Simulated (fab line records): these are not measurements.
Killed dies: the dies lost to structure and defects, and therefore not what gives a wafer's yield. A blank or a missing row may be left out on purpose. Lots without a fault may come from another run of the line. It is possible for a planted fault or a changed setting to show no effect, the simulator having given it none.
A lot that was struck, set against a sound lot / flow n5Finfet / 19 out of 1938 route steps
Sound: wafers L261.1, L261.3, L261.6. Wafers struck: L272.1, L272.4, L272.6. At the end, the cause is stated.
Each step with rows lists, per side, the tool, then ch with its chambers, then its first start. Under that, the readings that differ: sound wafers / struck wafers / difference of the means / sigmas: that difference in standard deviations of wafers without a fault.
alike: readings whose means differ by less than 2 such deviations, and words and numbers that are the same on both sides. not compared: withheld readings, readings that some wafer has no value for, bounds like >300 that may hide the same value, and numbers for which the record gives no deviation and whose values overlap.
A row with sigmas, a row that says differs or no value, or rows on one side alone: a step with any of these is where the two part. Numbers that have no deviation but don't overlap get no sigmas and don't part them. A reading missing from all wafers of one side parts the sides only when that side holds two or more wafers.

first, 9 steps without rows for these wafers: N5_BEOL_M6_ILD_DEP_00 (deposits SiCOH lowk from DEMS/porogen, target thk 179.75 nm, time 33.4 s); N5_BEOL_M6_CURE_74 (cures SiCOH lowk, time 240 s); N5_BEOL_M6_PECVD_70 (deposits SiO2 from TEOS/O2, target thk 20 nm, time 22.7 s); N5_BEOL_M6_HM_DEP_02 (deposits TiN, target thk 20 nm); N5_BEOL_M6_COAT_59 (time 60 s, resist thk 100 nm); N5_BEOL_M6_COAT_60 (time 60 s, resist thk 35 nm); N5_BEOL_M6_COAT_05 (resist thk 90 nm); N5_BEOL_M6_EBR_07; N5_BEOL_M6_SOFTBAKE_06 (time 60 s).
N5_BEOL_M6_EXPOSE_08: exposes mask M6.
  sound on arfiScanner-02 ch 0, day 9 18:37; struck on arfiScanner-02 ch 0, day 14 01:16
reading=exposureDoseMJCm2; sound=68.28 68.23 68.29; struck=66.95 67.02 67.06; difference=-1.26; sigmas=-16
  alike: mask, reticleTempC
then, 3 steps without rows for these wafers: N5_BEOL_M6_PEB_09 (peb time 60 s); N5_BEOL_M6_DEVELOP_10 (develop time 30 s); N5_BEOL_M6_DESCUM_16 (chemistry O2, time 7.9 s).
N5_BEOL_M6_ETCH_61: etches SiARC in CF4, target depth 45.5 nm, time 75.8 s.
  sound on rieDiel-04 ch 1,2,3, day 9 18:53; struck on rieDiel-01 ch 2,3, day 14 01:40
reading=model.BEOL_M6.cdOffsetNm (nm); sound=0.2 -0.6 0.6; struck=-1.4 -1.2 -1.2; difference=-1.3; sigmas=
  alike: drypumpMotorCurrentA, etchRfOnTimeS, oesProductAu, rfVppV, showerheadPlenumPTorr, throttleValvePct
  not compared: rfHoursCounterH
then, 3 steps without rows for these wafers: N5_BEOL_M6_ETCH_62 (etches SOC in N2/H2, target depth 110 nm, overetch 22 nm, time 165 s); N5_BEOL_M6_STRIP_68 (strips in N2/H2); N5_BEOL_M6_STRIP_67 (strips in CF4).
N5_BEOL_M6_HM_OPEN_17: chemistry Cl2/BCl3, target TiN, target depth 20 nm, overetch 6 nm.
  sound on rieMetal-01 ch 0,1, day 9 19:07; struck on rieMetal-01 ch 0, day 14 01:55
  alike: drypumpMotorCurrentA, oesProductAu, throttleValvePct
  not compared: rfHoursCounterH, model.BEOL_M6.cdOffsetNm
then, 1 step without rows for these wafers: N5_BEOL_M6_STRIP_19 (strips in O2).

## WHERE THEY PART
Only at N5_BEOL_M6_EXPOSE_08, as far as this record shows. Later steps at which nothing parts them and some readings are alike: N5_BEOL_M6_ETCH_61, N5_BEOL_M6_HM_OPEN_17.

WHY: the cause the simulator had injected
Process parameter drift: arfiScanner-02, from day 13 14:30 on, at N5_BEOL_M6_EXPOSE_08. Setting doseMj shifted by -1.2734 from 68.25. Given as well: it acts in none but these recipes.
